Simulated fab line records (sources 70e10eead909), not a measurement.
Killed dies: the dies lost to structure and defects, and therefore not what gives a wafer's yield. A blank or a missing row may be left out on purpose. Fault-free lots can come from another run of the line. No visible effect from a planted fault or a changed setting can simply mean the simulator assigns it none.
fab line records	flow nand_harc	part 2 of 2: steps 38 to 44 of 44
record: lots: 5	wafers: 15	last_day: 33
route steps=1302 shown P_ZERO_WELL@50 P_STI@69
lots that met no fault: from a run of the same line without faults
start_h: start of the lot's first displayed wafer, in hours after the record's first day	wait_h: hours from the lot's prior step to this one	" as in the row above	L1.1+2: a row that stands for several wafers	- value missing, or start not given	* or withheld: withheld	< > ~ a bound
route shown NAME@n: NAME is a module with steps in the file, n the number in the route of the first one	usual: the fault-free wafers' mean and standard deviation	same: alike in all rows	chamber/n: place in a boat	sites: per-site readings	_std_site: the values' standard deviation	_edge_site: inner sites' mean taken away from outer sites' mean	radius_mm: how far each site lies from the wafer's centre	mask NAME#n: copy n	behind: tool/chamber where the wafer was last shaped	hold: what put the lot on hold/how long, in hours/how the hold closed	device: names the non-switching transistor (n, p or np)	end of line: the route-end tests of the same wafers	where a step has no rows: the recipe by itself	killed: not the wafer's yield, but the dies lost to structure and defects at the first sort	map: a wafer's dies, marking killed ones x, the rest . and places with no die _
set.NAME: the run value of the setting; set.NAME@STEP: its run value at that earlier step	model.NAME: the simulator's own value behind a step, which no gauge read
lots at some steps of the route; a table a step, a row a wafer
services: a tool's chamber out of use, with start hour (start_h, from the record's first day; less than 0 if before it), hours out, and reason
== steps ==
step: NHARC_P_STI_DESCUM_14
recipe: time_s: 3	o2_flow_sccm: 200	ar_flow_sccm: 0	bias_power_w: 0	chemistry: O2
usual: drypump_motor_current_A: 5.8/0.42	oes_product_au: 0.989/0.012	rf_vpp_V: 57.8/0.83	showerhead_plenum_p_Torr: 1.91/0.083	throttle_valve_pct: 11.311/0.0085
lot.wafer	tool	chamber	start_h	wait_h	drypump_motor_current_A	oes_product_au	rf_hours_counter_h	rf_vpp_V	showerhead_plenum_p_Torr	throttle_valve_pct
L074.2	rie_diel-09	2	46.96	-	5.8	0.978	3.5	57.6	1.87	11.313
L074.3	"	0	"	"	6.4	0.983	3.7	58.3	1.87	11.309
L074.5	"	0	"	"	6.4	0.982	-	58.0	1.87	11.314
L078.1	rie_diel-08	2	84.20	-	6.2	0.991	6.3	56.8	2.05	11.307
L078.2	"	3	"	"	5.6	0.976	6.3	57.7	1.90	11.313
L078.5	"	2	"	"	6.2	0.982	-	57.6	2.05	11.321
L084.2	rie_diel-05	0	144.94	-	5.4	0.978	4.7	57.8	1.96	11.309
L084.4	"	1	"	"	6.1	0.974	4.5	57.4	1.97	11.301
L084.5	"	3	"	"	6.0	0.992	-	58.4	1.96	11.315
L087.2	rie_diel-09	3	174.64	-	6.0	0.997	1.4	59.2	2.02	11.316
L087.3	"	1	"	"	5.2	1.013	1.7	56.1	1.78	11.306
L087.5	"	3	"	"	6.0	0.984	-	57.8	2.02	11.331
L097.3	rie_diel-08	0	272.70	-	5.0	0.996	7.0	56.6	1.90	11.290
L097.4	"	1	"	"	5.3	1.000	6.2	57.5	1.84	11.297
L097.6	"	3	"	"	5.6	0.997	-	57.8	1.90	11.314
step: NHARC_P_STI_ETCH_42
recipe: target_depth_a: 800	overetch_a: 240	time_s: 61	ion_energy_ev: 200	n2_flow_sccm: 150	h2_flow_sccm: 150	ar_flow_sccm: 0	rf_w: 400	bias_w: 150	chemistry: N2/H2
usual: bias_w: 150.1/0.49	drypump_motor_current_A: 5.8/0.42	oes_product_au: 0.989/0.011	rf_vpp_V: 430.3/2.5	showerhead_plenum_p_Torr: 2.04/0.089	throttle_valve_pct: 14.172/0.0092
lot.wafer	tool	chamber	start_h	wait_h	bias_w	drypump_motor_current_A	oes_product_au	rf_hours_counter_h	rf_vpp_V	showerhead_plenum_p_Torr	throttle_valve_pct
L074.3	rie_diel-09	1	47.06	0.1	149.5	5.2	0.977	3.4	427.6	1.90	14.179
L074.2	"	0	"	"	150.3	6.4	0.987	3.7	428.8	1.99	14.170
L074.5	"	1	"	"	149.8	5.2	0.991	-	425.7	1.90	14.170
L078.2	rie_diel-08	2	84.29	0.1	150.1	6.2	0.999	6.3	433.8	2.19	14.187
L078.1	"	3	"	"	150.0	5.6	0.969	6.3	430.2	2.03	14.190
L078.5	"	2	"	"	149.5	6.2	0.991	-	433.3	2.18	14.177
L084.2	rie_diel-05	2	145.17	0.2	149.2	6.1	0.972	3.8	425.9	1.91	14.153
L084.4	"	3	"	"	150.3	6.0	0.983	3.1	431.2	2.09	14.172
L084.5	"	0	"	"	150.3	5.4	0.984	-	431.3	2.09	14.176
L087.3	rie_diel-09	2	174.72	0.1	149.4	5.7	1.003	1.8	429.1	1.99	14.174
L087.2	"	3	"	"	151.0	6.0	0.980	1.4	433.5	2.16	14.165
L087.5	"	3	"	"	150.5	6.0	0.975	-	434.7	2.16	14.181
L097.4	rie_diel-08	1	272.78	0.1	150.3	5.3	0.997	6.2	427.4	1.95	14.171
L097.3	"	2	"	"	149.5	6.2	1.008	5.6	435.4	2.18	14.174
L097.6	"	0	"	"	150.9	5.0	0.996	-	429.9	2.03	14.180
step: NHARC_P_STI_ETCH_31
recipe: target_depth_a: 1089	time_s: 54.5	cf4_flow_sccm: 100	chf3_flow_sccm: 30	ar_flow_sccm: 0	rf_w: 500	bias_w: 200	chemistry: CF4/CHF3
usual: bias_w: 200.0/0.6	drypump_motor_current_A: 5.8/0.42	oes_product_au: 0.949/0.019	rf_vpp_V: 370.4/2.3	showerhead_plenum_p_Torr: 1.57/0.064	throttle_valve_pct: 16.803/0.011
lot.wafer	tool	chamber	start_h	wait_h	bias_w	drypump_motor_current_A	oes_product_au	rf_hours_counter_h	rf_vpp_V	showerhead_plenum_p_Torr	throttle_valve_pct
L074.3	rie_diel-09	2	-	-	200.7	5.7	0.962	3.5	369.8	1.54	16.793
L074.2	"	0	"	"	200.4	6.4	0.962	3.8	369.0	1.54	16.798
L074.5	"	2	"	"	200.6	5.7	0.956	-	369.3	1.54	16.808
L078.2	rie_diel-08	3	-	-	198.7	5.6	0.943	6.3	370.3	1.56	16.800
L078.1	"	1	"	"	200.5	5.3	0.971	6.1	368.4	1.52	16.801
L078.5	"	3	"	"	200.2	5.6	0.928	-	369.6	1.56	16.811
L084.2	rie_diel-05	2	-	-	199.6	6.2	0.951	3.9	367.5	1.48	16.801
L084.4	"	0	"	"	200.6	5.4	0.931	4.9	371.3	1.61	16.803
L084.5	"	2	"	"	199.7	6.2	0.948	-	367.9	1.48	16.789
L087.2	rie_diel-09	2	-	-	200.7	5.7	0.960	1.8	369.4	1.54	16.802
L087.3	"	0	"	"	201.1	6.4	0.956	1.4	368.5	1.54	16.803
L087.5	"	1	"	"	200.7	5.2	0.976	-	368.0	1.47	16.824
L097.4	rie_diel-08	0	-	-	200.4	5.0	0.923	7.0	371.0	1.57	16.802
L097.3	"	1	"	"	200.4	5.3	0.916	6.3	369.7	1.51	16.808
L097.6	"	1	"	"	199.8	5.3	0.928	-	368.4	1.51	16.829
step: NHARC_P_STI_ETCH_15
recipe: target_depth_a: 3000	taper_deg: 4	time_s: 100.1	hbr_flow_sccm: 150	cl2_flow_sccm: 50	rf_w: 400	icp_w: 400	bias_w: 100	chemistry: HBr/Cl2
usual: bias_w: 100.00/0.3	drypump_motor_current_A: 5.6/0.34	oes_product_au: 0.999/0.0094	throttle_valve_pct: 26.407/0.0085
lot.wafer	tool	chamber	start_h	wait_h	bias_w	drypump_motor_current_A	oes_product_au	rf_hours_counter_h	throttle_valve_pct
L074.2	rie_si-04	1	47.28	-	100.17	5.8	1.014	0.27	26.403
L074.3	"	2	"	"	100.46	5.8	1.005	0.29	26.404
L074.5	"	2	"	"	99.87	5.8	0.997	-	26.405
L078.2	rie_si-01	2	84.48	-	99.95	4.7	0.997	0.39	26.401
L078.1	"	1	"	"	100.28	6.0	0.979	0.36	26.396
L078.5	"	3	"	"	99.87	5.8	0.996	-	26.392
L084.2	rie_si-06	0	145.35	-	100.05	5.9	1.007	0.42	26.414
L084.4	"	1	"	"	99.93	5.2	1.000	0.48	26.401
L084.5	"	0	"	"	99.68	5.9	1.011	-	26.400
L087.2	rie_si-06	3	174.92	-	99.62	5.7	1.014	0.63	26.404
L087.3	"	1	"	"	100.37	5.2	0.998	0.67	26.414
L087.5	"	3	"	"	99.56	5.7	1.005	-	26.418
L097.4	rie_si-01	2	273.41	-	100.41	4.7	1.003	0.51	26.407
L097.3	"	3	"	"	99.78	5.8	1.004	0.46	26.410
L097.6	"	2	"	"	99.46	4.7	1.004	-	26.409
step: NHARC_P_STI_CD_MEAS_16
usual: cd_nm: 198/3.5
lot.wafer	tool	chamber	start_h	wait_h	cd_nm
L074.2	cd_sem-02	-	47.44	-	202
L074.3	"	-	"	"	199
L074.5	"	-	"	"	201
L078.1	cd_sem-02	-	84.64	-	196
L078.2	"	-	"	"	195
L078.5	"	-	"	"	194
L084.2	cd_sem-01	-	145.51	-	200
L084.4	"	-	"	"	195
L084.5	"	-	"	"	196
L087.2	cd_sem-02	-	175.07	-	194
L087.3	"	-	"	"	194
L087.5	"	-	"	"	196
L097.3	cd_sem-01	-	273.59	-	202
L097.4	"	-	"	"	197
L097.6	"	-	"	"	202
step: NHARC_P_STI_OCD_MEAS_17
usual: trench_depth_nm: 300/4.4	trench_foot_cd_nm: 157/3.4
lot.wafer	tool	chamber	start_h	wait_h	trench_depth_nm	trench_foot_cd_nm
L074.2	ocd-01	-	47.53	0.1	304	160
L074.3	"	-	"	"	304	157
L074.5	"	-	"	"	302	159
L078.1	ocd-01	-	84.73	0.1	291	158
L078.2	"	-	"	"	301	154
L078.5	"	-	"	"	300	155
L084.2	ocd-02	-	145.60	0.1	307	158
L084.4	"	-	"	"	299	156
L084.5	"	-	"	"	307	156
L087.2	ocd-01	-	175.16	0.1	307	151
L087.3	"	-	"	"	302	152
L087.5	"	-	"	"	307	153
L097.3	ocd-01	-	273.68	0.1	306	161
L097.4	"	-	"	"	303	156
L097.6	"	-	"	"	301	159
step: NHARC_P_STI_STRIP_19
recipe: time_s: 900	temp_c: 130	chemistry: SPM
usual: temp_c: 130.01/0.12
lot.wafer	tool	chamber	start_h	wait_h	temp_c
L074.3	wet_bench-05	2	47.58	0.0	130.07
L074.2	"	4	"	"	129.85
L074.5	"	5	"	"	129.97
L078.1	wet_bench-09	4	84.78	0.1	130.02
L078.5	"	5	"	"	129.93
L078.2	"	1	"	"	130.07
L084.5	wet_bench-09	3	145.68	0.1	130.01
L084.4	"	4	"	"	130.27
L084.2	"	5	"	"	130.01
L087.5	wet_bench-09	7	175.22	0.1	129.92
L087.3	"	1	"	"	129.77
L087.2	"	3	"	"	129.97
L097.6	wet_bench-09	1	273.74	0.1	130.01
L097.3	"	2	"	"	129.92
L097.4	"	3	"	"	130.30
== services ==
tool	chamber	start_h	hours	kind
rie_diel-08	-	13.80	9.0	pm
wet_bench-06	-	17.60	8.0	pm
implanter-01	-	23.83	6.8	repair
rie_diel-09	3	41.59	14.5	repair
wet_bench-04	-	51.20	8.0	pm
litho_track-02	-	52.00	7.0	pm
wet_bench-06	-	71.90	0.5	repair
implanter-01	-	74.55	3.1	repair
litho_track-07	-	76.00	7.0	pm
wet_bench-05	-	84.88	8.0	pm
litho_track-03	-	100.00	7.0	pm
rie_diel-08	0	103.35	87.9	repair
litho_track-05	-	124.00	7.0	pm
wet_bench-09	-	127.66	5.8	repair
rie_diel-09	-	143.10	9.0	pm
rie_diel-08	2	157.24	47.7	repair
wet_bench-09	-	176.80	8.0	pm
rie_diel-08	-	190.80	9.0	pm
wet_bench-06	-	193.60	8.0	pm
wet_bench-05	-	213.59	3.3	repair
litho_track-02	-	227.00	7.0	pm
wet_bench-04	-	227.20	8.0	pm
litho_track-07	-	251.00	7.0	pm
wet_bench-05	-	260.88	8.0	pm
